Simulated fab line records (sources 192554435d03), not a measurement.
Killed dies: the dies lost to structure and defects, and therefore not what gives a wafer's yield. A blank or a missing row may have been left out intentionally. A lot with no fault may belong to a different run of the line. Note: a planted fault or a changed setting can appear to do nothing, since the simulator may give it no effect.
Problem report in the 8D (eight disciplines) form, filled by code	flow n5_finfet	the parts of the form that need people (team, actions taken, sign-off) are left out

1. WHAT IS WRONG
N5_BEOL_M6_CMP_52, overpolish_run_s: mean 3.963 s over 1 wafer from 1 lot; wafers with no fault: 6.901 s, standard deviation 0.0083. That is -99 or more standard deviations from the usual mean.
The step: polishes, stops on SiCOH lowk, t overpolish 6.9 s, target thk 80 nm.
First seen on wafer L186.4, day 13 16:23, on cmp-02. Wafers with a number at this step in the record: 30, from 10 lots. Rule for "out", or "out of limits": more than 4 standard deviations from the usual mean. The rest of the wafers with a number are treated as sound.

2. WHAT IT IS; WHAT IT IS NOT
question	is	is not
which readings at this step	overpolish_run_s, barrier_field_endpoint_s	edge_zone_pressure_frac, motor_current_A
which lots	L186	L171, L172, L173, L175, L176, L178, L187, L192, L194
which wafers of those lots	L186.4	L186.2, L186.3
read on which tools	cmp-02	cmp-03, cmp-04
when	from day 13 16:23	up to then (20 sound wafers); but 9 sound wafers of L187, L192, L194 came after

3. THE SUSPECTS, EACH WITH WHAT RULES IT OUT
Counting: any tool at a process step up to the reading remains a suspect provided it ran every lot that is out. Sound lots after the first of them don't rule it out here, since some wafers of a struck lot are sound.
- pecvd-01 at N5_BEOL_M6_PECVD_70 (deposits SiO2 from TEOS/O2, target thk 20 nm, time 22.7 s): kept. The lot that is out, L186, ran on it at day 13 08:47; the last sound lot it ran before that was L176, at day 10 15:47.
- uv_cure-03 at N5_BEOL_M6_CURE_75 (cures SiCOH lowk, time 120 s): kept. The lot that is out, L186, ran on it at day 13 13:22; the last sound lot it ran before that was L176, at day 10 19:18.
- cmp-02 at N5_BEOL_M6_CMP_52 (polishes, stops on SiCOH lowk, t overpolish 6.9 s, target thk 80 nm): kept. The lot that is out, L186, ran on it at day 13 16:23; the last sound lot it ran before that was L176, at day 10 21:51. Its own readings are out on those wafers: barrier_field_endpoint_s, overpolish_run_s.
- At N5_BEOL_M6_CMP_52, inside cmp-02: chamber 3 took the wafers that are out, while their sound lot-mates went through chambers 1, 2.
Still standing after the count: pecvd-01 at N5_BEOL_M6_PECVD_70, uv_cure-03 at N5_BEOL_M6_CURE_75, cmp-02 at N5_BEOL_M6_CMP_52.

4. THE CAUSE (what the simulator had put in)
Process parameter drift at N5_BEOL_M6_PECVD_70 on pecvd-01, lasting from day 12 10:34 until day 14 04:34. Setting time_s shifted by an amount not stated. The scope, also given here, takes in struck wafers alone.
After counting, 3 suspects remain, this tool included.

5. THE CHAIN OF EFFECTS, in route order
Each row: a reading where the mean over the struck wafers with a number is more than 3 standard deviations away from the usual. Only readings whose record carries a usual standard deviation are examined. hours: median over the lots of the time between each lot's start at the first step of this table that gives one and its start at this step. sigmas: the change, counted in usual standard deviations.
hours	step	reading	usual	on struck wafers	change	sigmas
0	N5_BEOL_M6_CMP_52	barrier_field_endpoint_s	28.5 s	42.6	+14.1	+16
0	N5_BEOL_M6_CMP_52	overpolish_run_s	6.901 s	3.963	-2.938	-99 or more
Here are the process steps it includes:
- N5_BEOL_M6_CMP_52: polishes, stops on SiCOH lowk, t overpolish 6.9 s, target thk 80 nm.
At these later measuring or inspecting steps, every struck wafer for which the step has a row has a number for every such reading, and none has moved that far: N5_BEOL_M6_THK_MEAS_53, N5_BEOL_M6_RS_MEAS_57.

6. HOW IT WOULD HAVE BEEN CAUGHT EARLIER
In this record no reading fell out of limits until day 13 16:23, 30 hours after the fault had begun at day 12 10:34.
No tool reading at N5_BEOL_M6_PECVD_70 that has a usual standard deviation in the record was out on any struck wafer, so an alarm limit of 4 standard deviations on those readings would not have fired.
By day 13 16:23, every lot that is out (1) had started N5_BEOL_M6_PECVD_70 on pecvd-01. Had the tool been put on hold then, not one of them would have been saved.
